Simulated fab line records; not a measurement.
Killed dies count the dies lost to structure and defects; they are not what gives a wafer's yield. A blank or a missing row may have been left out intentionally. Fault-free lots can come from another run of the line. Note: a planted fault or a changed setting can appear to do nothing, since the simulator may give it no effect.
Matching of chambers | flow n5 finfet | N5_BEOL_M11_DESCUM_33 on rie diel-06: 4 sister chambers
The step chemistry O2, time 7.9 s. 4 wafers are shown with their chamber, then 10 later ones without.

== EACH WAFER AND ITS CHAMBER ==
wafer  | chamber | drypump motor current A (A)
L085.2 | 3       | 6.0
L085.3 | 2       | 6.1
L087.1 | 1       | 6.5
L087.2 | 0       | 5.3

== WAFERS WITHOUT THEIR CHAMBER ==
wafer  | drypump motor current A (A)
L087.5 | 6.5
L086.1 | 5.2
L086.5 | 6.1
L086.6 | 6.5
L089.2 | 6.5
L089.3 | 6.1
L089.6 | 6.5
L095.2 | 6.5
L095.5 | 6.1
L095.6 | 6.0

== WHICH CHAMBER EACH WENT THROUGH ==
wafer  | from the rows above | in truth
L087.5 | 1                   | 1
L086.1 | 0                   | 0
L086.5 | 2                   | 2
L086.6 | 1                   | 1
L089.2 | 1                   | 1
L089.3 | 2                   | 2
L089.6 | 1                   | 1
L095.2 | 1                   | 1
L095.5 | 2                   | 2
L095.6 | 3                   | 3
10 of 10 placed correctly. From these rows, 0 cannot be placed. Placed wrongly: 0.
How it was worked out, from the rows above alone: a wafer's distance from a chamber is the root of the sum, over the readings, of the square of ((its reading less the chamber's mean) divided by the reading's scatter). The wafer belongs to the nearest chamber; if the next one is less than 2 further off, it can't be placed. For every chamber, the mean is computed from those of its wafers that are shown. The scatter: root of mean squared gap, hidden wafer to nearest shown wafer, with one shown wafer a chamber.
